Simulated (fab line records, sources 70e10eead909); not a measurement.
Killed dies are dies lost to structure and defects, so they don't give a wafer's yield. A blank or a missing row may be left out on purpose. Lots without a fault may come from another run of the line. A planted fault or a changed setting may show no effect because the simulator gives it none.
A struck lot beside a sound one | flow nand_harc | 13 steps out of a route of 1302
Sound: wafers L941.2, L941.3, L941.6. Struck: wafer L950.3. (L950.2, L950.6 of the same lot were not struck and are left out.) The cause comes at the end.
At each step with rows: each side's tool, then ch and its chambers, then its first start. Under that, the readings that differ: sound wafers | struck wafers | difference of the means | sigmas: that difference in standard deviations of wafers without a fault.
alike: readings whose means differ by less than 2 such deviations, and words and numbers that are the same on both sides. not compared: withheld readings, readings that some wafer has no value for, bounds like >300 that may hide the same value, and numbers for which the record gives no deviation and whose values overlap.
The two part at a step that has a row with sigmas, a row that says differs or no value, or rows on one side only. Numbers that don't overlap but have no deviation are shown without sigmas and don't part them. A reading that every wafer of one side lacks parts them only if that side has two wafers or more.

first, 2 steps without rows for these wafers: NHARC_A_SOURCE_PLATE_SRD_01; NHARC_A_SOURCE_PLATE_OXIDE_02 (material SiO2, target thk 10 nm, ox time 1362 s).
NHARC_A_SOURCE_PLATE_THK_MEAS_09: measures by ellipsometry.
  sound on film_metro-02, day 10 14:31; struck on film_metro-01, day 14 07:54
  alike: thk_nm
then, 3 steps without rows for these wafers: NHARC_A_SOURCE_PLATE_PVD_04 (deposits WSi2, target thk 50 nm); NHARC_A_SOURCE_PLATE_CVD_03 (deposits poly-Si, target thk 200 nm, time 4000 s); NHARC_A_SOURCE_PLATE_ANNEAL_05 (time 1800 s).
NHARC_A_SOURCE_PLATE_THK_MEAS_06: measures by ellipsometry.
  sound on film_metro-02, day 11 02:50; struck on film_metro-02, day 14 21:56
  reading     | sound             | struck | difference | sigmas
  thk_nm (nm) | 200.9 203.3 201.3 | 196.6  | -5.2       | -3
NHARC_A_SOURCE_PLATE_INSPECT_08:
  sound on defect_inspect-01, day 11 02:55; struck on defect_inspect-02, day 14 22:02
  alike: raw_defect_count
then, 1 step without rows for these wafers: NHARC_A_ONON_D1_DEP_00 (target thk 1000 nm).
NHARC_A_ONON_D1_THK_MEAS_02: measures by ellipsometry.
  sound on film_metro-01, day 11 03:29; struck on film_metro-02, day 14 22:41
  alike: thk_nm
NHARC_A_ONON_D1_DEP_03: target thk 1000 nm.
  sound on pecvd_onon-02 ch 0, day 11 03:36; struck on pecvd_onon-03 ch 0, day 14 22:48
NHARC_A_ONON_D1_THK_MEAS_05: measures by ellipsometry.
  sound on film_metro-01, day 11 04:03; struck on film_metro-02, day 14 23:14
  reading     | sound       | struck | difference | sigmas
  thk_nm (nm) | 998 999 999 | 544    | -455       | -38
then, 1 step without rows for these wafers: NHARC_A_ONON_D1_DEP_06 (target thk 1000 nm).

WHERE THEY PART
First at NHARC_A_SOURCE_PLATE_THK_MEAS_06; last, within this record, at NHARC_A_ONON_D1_THK_MEAS_05.

WHY: what the simulator had put in
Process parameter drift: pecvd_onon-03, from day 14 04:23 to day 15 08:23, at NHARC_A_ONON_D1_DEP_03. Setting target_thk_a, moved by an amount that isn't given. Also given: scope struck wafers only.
